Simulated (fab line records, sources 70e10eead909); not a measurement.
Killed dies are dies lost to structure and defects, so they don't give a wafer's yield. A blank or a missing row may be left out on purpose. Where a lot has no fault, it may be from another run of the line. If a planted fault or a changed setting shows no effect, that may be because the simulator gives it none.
Matching of chambers    flow nand harc    NHARC_A_DECK1_JOINT_ETCHBACK_07 on rie si-04: 4 sister chambers
The step etches the open film in HBr, target depth 105 nm, time 26.9 s. 8 wafers are shown with their chamber, then 12 later ones without.

WAFERS, EACH WITH ITS CHAMBER
wafer   chamber  drypump motor current A (A)  oes product au (a.u.)
L085.1  2        5.7                          1.005
L085.4  0        6.8                          1.005
L088.1  1        6.0                          0.998
L088.3  3        5.5                          0.978
L088.4  0        6.8                          1.011
L089.1  2        5.6                          0.998
L089.2  1        6.0                          0.988
L089.3  3        5.5                          0.967

WAFERS WITHOUT THEIR CHAMBER
wafer   drypump motor current A (A)  oes product au (a.u.)
L092.1  6.0                          1.011
L092.2  5.7                          1.009
L092.4  6.8                          1.013
L093.1  6.8                          1.020
L093.3  5.7                          0.993
L093.5  5.7                          0.997
L095.1  6.0                          1.010
L095.3  5.5                          0.970
L095.4  5.7                          0.988
L096.1  6.8                          1.004
L096.2  5.5                          0.987
L096.3  5.7                          0.990

WHICH CHAMBER EACH WENT THROUGH
wafer   from the rows above  in truth
L092.1  1                    1
L092.2  2                    2
L092.4  0                    0
L093.1  0                    0
L093.3  2                    2
L093.5  2                    2
L095.1  1                    1
L095.3  3                    3
L095.4  2                    2
L096.1  0                    0
L096.2  3                    3
L096.3  2                    2
Correct placement for 12 of the 12. Number that these rows cannot place: 0. Number placed wrongly: 0.
How it was worked out, from the rows above alone: a wafer's distance from a chamber is the root of the sum, over the readings, of the square of ((its reading less the chamber's mean) divided by the reading's scatter). The wafer belongs to the nearest chamber; if the next one is less than 2 further off, it can't be placed. A chamber's mean is the mean of its shown wafers. How the scatter is found: for the shown wafers, subtract from each reading the mean of its chamber, square and add these, divide the total by (wafers less chambers), then take the root.
